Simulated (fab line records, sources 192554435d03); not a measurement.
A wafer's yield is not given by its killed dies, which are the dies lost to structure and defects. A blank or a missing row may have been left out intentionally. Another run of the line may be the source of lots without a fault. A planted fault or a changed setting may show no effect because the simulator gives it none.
Which tool was responsible? + flow n5-finfet + 10 lots, 30 wafers sampled, at 5 steps of a route of 1938

## WHAT THE GAUGES READ, wafer by wafer
N5_BEOL_M4_RC_MEAS_101. Usual: DIBL_N 36.2 mV/V, standard deviation 1.6; DIBL_P 36.5 mV/V, standard deviation 1.9; IOFF_N 0.158 nA/um, standard deviation 0.027; IOFF_P 0.21 nA/um, standard deviation 0.038; ION_N 675 uA/um, standard deviation 12; ION_P 464 uA/um, standard deviation 8.9; SS_N 71.5 mV/dec, standard deviation 0.61; SS_P 73.4 mV/dec, standard deviation 0.59; VT_N 250.4 mV, standard deviation 3; VT_P -250 mV, standard deviation 3.6.
| lot  | measured     | on        | DIBL_N (mV/V)  | DIBL_P (mV/V)  | IOFF_N (nA/um)    | IOFF_P (nA/um) | ION_N (uA/um) | ION_P (uA/um) | SS_N (mV/dec)  | SS_P (mV/dec)  | VT_N (mV)         | VT_P (mV)      | flag |
|------|--------------|-----------|----------------|----------------|-------------------|----------------|---------------|---------------|----------------|----------------|-------------------|----------------|------|
| L875 | day 7 23:20  | prober-02 | 34.3 36.1 36.9 | 35.5 38.0 38.7 | 0.138 0.161 0.184 | 0.19 0.24 0.25 | 668 682 688   | 457 466 465   | 70.9 71.5 72.0 | 72.3 72.9 73.2 | 252.3 252.3 249.9 | -251 -251 -246 |      |
| L876 | day 7 20:24  | prober-01 | 37.7 36.3 38.5 | 38.5 36.5 39.0 | 0.175 0.146 0.194 | 0.26 0.22 0.27 | 683 676 683   | 474 472 468   | 72.3 71.1 72.0 | 74.0 73.0 74.1 | 251.0 251.9 247.4 | -247 -250 -245 |      |
| L877 | day 8 02:20  | prober-01 | 35.1 34.4 34.1 | 35.1 34.7 33.3 | 0.140 0.130 0.114 | 0.18 0.18 0.16 | 670 663 656   | 458 461 449   | 71.4 70.9 71.2 | 73.4 73.1 72.0 | 250.7 255.0 254.7 | -254 -254 -255 |      |
| L880 | day 9 00:47  | prober-02 | 37.8 37.4 35.7 | 36.5 37.5 34.7 | 0.156 0.165 0.122 | 0.20 0.21 0.17 | 672 676 653   | 455 462 452   | 70.3 71.3 70.5 | 73.7 73.5 72.9 | 252.7 248.5 254.3 | -250 -248 -253 |      |
| L882 | day 9 19:01  | prober-01 | 34.9 34.2 36.7 | 34.8 34.6 37.9 | 0.129 0.121 0.165 | 0.20 0.19 0.25 | 673 665 685   | 465 461 474   | 71.5 71.3 72.1 | 73.4 72.7 73.2 | 255.7 254.4 248.9 | -249 -251 -245 |      |
| L883 | day 9 20:32  | prober-01 | 37.5 39.8 36.0 | 36.6 38.7 34.4 | 0.156 0.211 0.128 | 0.18 0.21 0.16 | 666 682 651   | 452 453 437   | 71.0 72.3 71.1 | 73.1 73.9 73.0 | 250.0 246.5 256.1 | -257 -255 -259 |      |
| L887 | day 11 11:46 | prober-02 | 34.4 37.1 36.1 | 33.6 37.9 35.3 | 0.128 0.175 0.154 | 0.15 0.22 0.17 | 658 672 674   | 446 456 456   | 70.3 71.5 71.2 | 72.3 74.1 72.9 | 251.3 248.8 248.4 | -258 -250 -251 |      |
| L889 | day 11 15:15 | prober-01 | 36.2 39.3 38.4 | 37.1 40.7 39.7 | 0.157 0.232 0.198 | 0.25 0.31 0.31 | 685 699 686   | 473 480 474   | 70.6 72.4 71.0 | 73.1 74.5 74.5 | 247.2 243.7 244.2 | -246 -241 -240 |      |
| L894 | day 12 12:52 | prober-01 | 37.6 35.3 34.3 | 39.8 38.0 36.5 | 0.205 0.153 0.132 | 0.24 0.21 0.18 | 676 669 658   | 460 462 459   | 72.9 71.9 71.9 | 74.1 74.0 73.4 | 246.6 252.0 253.2 | -249 -251 -253 |      |
| L897 | day 14 08:34 | prober-02 | 35.0 34.2 32.9 | 34.8 34.5 33.3 | 0.149 0.141 0.116 | 0.22 0.22 0.19 | 664 686 666   | 463 482 469   | 71.1 70.4 71.3 | 72.8 73.0 73.1 | 250.4 249.9 252.7 | -248 -248 -251 |      |

N5_MIM_BOT_LITHO_INSPECT_12: inspects for defects (macro). Usual: 2.1 for raw-defect-count, sd 1.6.
| lot  | measured     | on                | raw-defect-count | flag |
|------|--------------|-------------------|------------------|------|
| L875 | day 12 09:58 | defect-inspect-02 | 2 2 2            |      |
| L876 | day 12 13:46 | defect-inspect-01 | 2 5 2            |      |
| L877 | day 12 09:48 | defect-inspect-02 | 1 1 2            |      |
| L880 | day 13 16:32 | defect-inspect-01 | 1 3 1            |      |
| L882 | day 14 10:05 | defect-inspect-01 | 1 4 3            |      |
| L883 | day 14 09:10 | defect-inspect-01 | 2 5 4            |      |
| L887 | day 15 17:37 | defect-inspect-01 | 3 3 2            |      |
| L889 | day 15 15:19 | defect-inspect-01 | 2 0 1            |      |
| L894 | day 16 16:41 | defect-inspect-01 | 1 2 1            |      |
| L897 | day 18 19:59 | defect-inspect-01 | 3 2 3            |      |

N5_PASSIVATION_INSPECT_67: inspects for defects (macro). Usual: 2.0 for raw-defect-count, sd 1.3.
| lot  | measured     | on                | raw-defect-count | flag |
|------|--------------|-------------------|------------------|------|
| L875 | day 12 15:26 | defect-inspect-02 | 2 1 1            |      |
| L876 | day 12 20:01 | defect-inspect-02 | 1 3 1            |      |
| L877 | day 12 14:55 | defect-inspect-02 | 2 2 3            |      |
| L880 | day 13 22:00 | defect-inspect-01 | 1 1 3            |      |
| L882 | day 14 15:47 | defect-inspect-01 | 2 3 1            |      |
| L883 | day 14 16:05 | defect-inspect-01 | 3 0 1            |      |
| L887 | day 15 23:39 | defect-inspect-02 | 0 3 0            |      |
| L889 | day 15 23:11 | defect-inspect-01 | 5 4 2            |      |
| L894 | day 16 22:39 | defect-inspect-01 | 2 6 3            |      |
| L897 | day 19 02:57 | defect-inspect-01 | 2 1 0            |      |

## TOOL THAT RAN EACH LOT (tool first, then ch and the chambers of the sampled wafers, then the start)
| lot  | N5_FIN_SAQP_RECESS_75             | N5_PASSIVATION_PECVD_35         |
|------|-----------------------------------|---------------------------------|
| L875 | vapor-etch-02 ch 1, day 1 22:29   | pecvd-03 ch 0,1,2, day 12 14:56 |
| L876 | vapor-etch-01 ch 0,1, day 2 04:25 | pecvd-02 ch 0,1,2, day 12 19:24 |
| L877 | vapor-etch-01 ch 0,1, day 2 10:38 | pecvd-02 ch 0,2, day 12 14:26   |
| L880 | vapor-etch-02 ch 0,1, day 3 04:19 | pecvd-02 ch 1,2, day 13 21:28   |
| L882 | vapor-etch-02 ch 0,1, day 3 16:16 | pecvd-03 ch 0,1, day 14 15:18   |
| L883 | vapor-etch-02 ch 0,1, day 3 22:13 | pecvd-04 ch 0,2, day 14 15:29   |
| L887 | vapor-etch-01 ch 0,1, day 4 23:05 | pecvd-03 ch 1,2, day 15 23:10   |
| L889 | vapor-etch-01 ch 0,1, day 5 10:28 | pecvd-02 ch 0,1,2, day 15 22:42 |
| L894 | vapor-etch-02 ch 0,1, day 6 19:15 | pecvd-02 ch 1,2, day 16 22:10   |
| L897 | vapor-etch-02 ch 0,1, day 7 11:04 | pecvd-03 ch 0,2, day 19 02:26   |
- N5_FIN_SAQP_RECESS_75: chemistry HF/NH3, target SiO2, target depth 14.4 nm, afs cycles 3, sublimation time 60 s.
- N5_PASSIVATION_PECVD_35: deposits SiNx from SiH4/NH3/N2, target thk 700 nm, time 151.3 s.

## AS READ BY THE TOOLS THEMSELVES (means over the sampled wafers that have a number; for cases with no such wafer, the mark the record gives instead)
N5_FIN_SAQP_RECESS_75. Usual: 5.96 A for drypump-motor-current-A, sd 0.14.
| lot  | tool          | drypump-motor-current-A (A) | flag |
|------|---------------|-----------------------------|------|
| L875 | vapor-etch-02 | 5.87                        |      |
| L876 | vapor-etch-01 | 5.89                        |      |
| L877 | vapor-etch-01 | 5.87                        |      |
| L880 | vapor-etch-02 | 5.95                        |      |
| L882 | vapor-etch-02 | 6.03                        |      |
| L883 | vapor-etch-02 | 5.95                        |      |
| L887 | vapor-etch-01 | 5.86                        |      |
| L889 | vapor-etch-01 | 5.86                        |      |
| L894 | vapor-etch-02 | 5.96                        |      |
| L897 | vapor-etch-02 | 5.94                        |      |

N5_PASSIVATION_PECVD_35. Usual: heater-power-w 419 W, standard deviation 120; showerhead-plenum-p-Torr 8.66 Torr, standard deviation 0.059; throttle-valve-pct 29.1 %, standard deviation 1.4.
| lot  | tool     | heater-power-w (W) | showerhead-plenum-p-Torr (Torr) | throttle-valve-pct (%) | flag |
|------|----------|--------------------|---------------------------------|------------------------|------|
| L875 | pecvd-03 | 395                | 8.61                            | 28.3                   |      |
| L876 | pecvd-02 | 527                | 8.69                            | 29.9                   |      |
| L877 | pecvd-02 | 391                | 8.65                            | 30.0                   |      |
| L880 | pecvd-02 | 548                | 8.69                            | 28.7                   |      |
| L882 | pecvd-03 | 413                | 8.60                            | 28.9                   |      |
| L883 | pecvd-04 | 369                | 8.69                            | 29.7                   |      |
| L887 | pecvd-03 | 302                | 8.64                            | 28.0                   |      |
| L889 | pecvd-02 | 446                | 8.69                            | 29.9                   |      |
| L894 | pecvd-02 | 503                | 8.69                            | 29.0                   |      |
| L897 | pecvd-03 | 323                | 8.66                            | 27.9                   |      |

## THE ANSWER, worked out from the rows above alone
Rule: a lot is off if the mean of its wafers that have a number lies more than 3 standard deviations from the usual mean. A lot without any number at a reading at which 4 lots or more have one is off too. The other lots that the step has rows for count as sound. After the gauges, taken in route order, come the tools' own readings; for these a lot's mean is taken, as printed above. The first step at which some lot is off is used, and at that step the reading that is off furthest; a lot without a number counts as furthest.
None of the lots is off at any reading shown; this tells nothing.

## WHAT THE SIMULATOR HAD INSERTED
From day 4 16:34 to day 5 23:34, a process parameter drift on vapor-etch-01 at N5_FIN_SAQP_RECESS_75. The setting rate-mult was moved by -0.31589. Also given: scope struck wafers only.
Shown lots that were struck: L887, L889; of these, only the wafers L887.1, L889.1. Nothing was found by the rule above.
